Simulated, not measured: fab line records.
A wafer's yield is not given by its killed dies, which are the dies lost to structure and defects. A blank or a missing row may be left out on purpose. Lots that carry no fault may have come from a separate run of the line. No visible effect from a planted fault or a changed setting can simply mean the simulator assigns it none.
Chamber matching || flow nand harc || rie diel-03 running NHARC_A_CONTACT_ETCH_92: 4 sister chambers
The step etches the open film in CH3F/O2, target depth 40 nm, time 85.7 s. 4 wafers are shown with their chamber, then 12 later ones without.

## WAFERS WITH THEIR CHAMBER
{"wafer": "L085.4", "chamber": 0, "showerhead plenum p Torr (Torr)": 2.65}
{"wafer": "L092.1", "chamber": 1, "showerhead plenum p Torr (Torr)": 2.34}
{"wafer": "L092.3", "chamber": 3, "showerhead plenum p Torr (Torr)": 2.57}
{"wafer": "L092.4", "chamber": 2, "showerhead plenum p Torr (Torr)": 2.48}

## WAFERS WITH NO CHAMBER GIVEN
{"wafer": "L091.1", "showerhead plenum p Torr (Torr)": 2.65}
{"wafer": "L091.2", "showerhead plenum p Torr (Torr)": 2.48}
{"wafer": "L091.5", "showerhead plenum p Torr (Torr)": 2.48}
{"wafer": "L094.2", "showerhead plenum p Torr (Torr)": 2.64}
{"wafer": "L094.3", "showerhead plenum p Torr (Torr)": 2.57}
{"wafer": "L094.4", "showerhead plenum p Torr (Torr)": 2.48}
{"wafer": "L095.1", "showerhead plenum p Torr (Torr)": 2.57}
{"wafer": "L095.2", "showerhead plenum p Torr (Torr)": 2.34}
{"wafer": "L095.5", "showerhead plenum p Torr (Torr)": 2.57}
{"wafer": "L097.1", "showerhead plenum p Torr (Torr)": 2.56}
{"wafer": "L097.3", "showerhead plenum p Torr (Torr)": 2.64}
{"wafer": "L097.5", "showerhead plenum p Torr (Torr)": 2.56}

## WHICH CHAMBER EACH ONE RAN IN
{"wafer": "L091.1", "from the rows above": 0, "in truth": 0}
{"wafer": "L091.2", "from the rows above": 2, "in truth": 2}
{"wafer": "L091.5", "from the rows above": 2, "in truth": 2}
{"wafer": "L094.2", "from the rows above": 0, "in truth": 0}
{"wafer": "L094.3", "from the rows above": 3, "in truth": 3}
{"wafer": "L094.4", "from the rows above": 2, "in truth": 2}
{"wafer": "L095.1", "from the rows above": 3, "in truth": 3}
{"wafer": "L095.2", "from the rows above": 1, "in truth": 1}
{"wafer": "L095.5", "from the rows above": 3, "in truth": 3}
{"wafer": "L097.1", "from the rows above": 3, "in truth": 3}
{"wafer": "L097.3", "from the rows above": 0, "in truth": 0}
{"wafer": "L097.5", "from the rows above": 3, "in truth": 3}
Correctly placed: 12 of 12. From these rows, 0 cannot be placed. Placed wrongly: 0.
How it was worked out, from the rows above alone: a wafer's distance from a chamber is the root of the sum, over the readings, of the square of ((its reading less the chamber's mean) divided by the reading's scatter). The wafer belongs to the nearest chamber; if the next one is less than 2 further off, it can't be placed. Each chamber's mean is taken over the wafers shown for it. The scatter (one wafer shown for each chamber): square how far every hidden wafer sits from the nearest shown wafer, average those squares and take the square root.
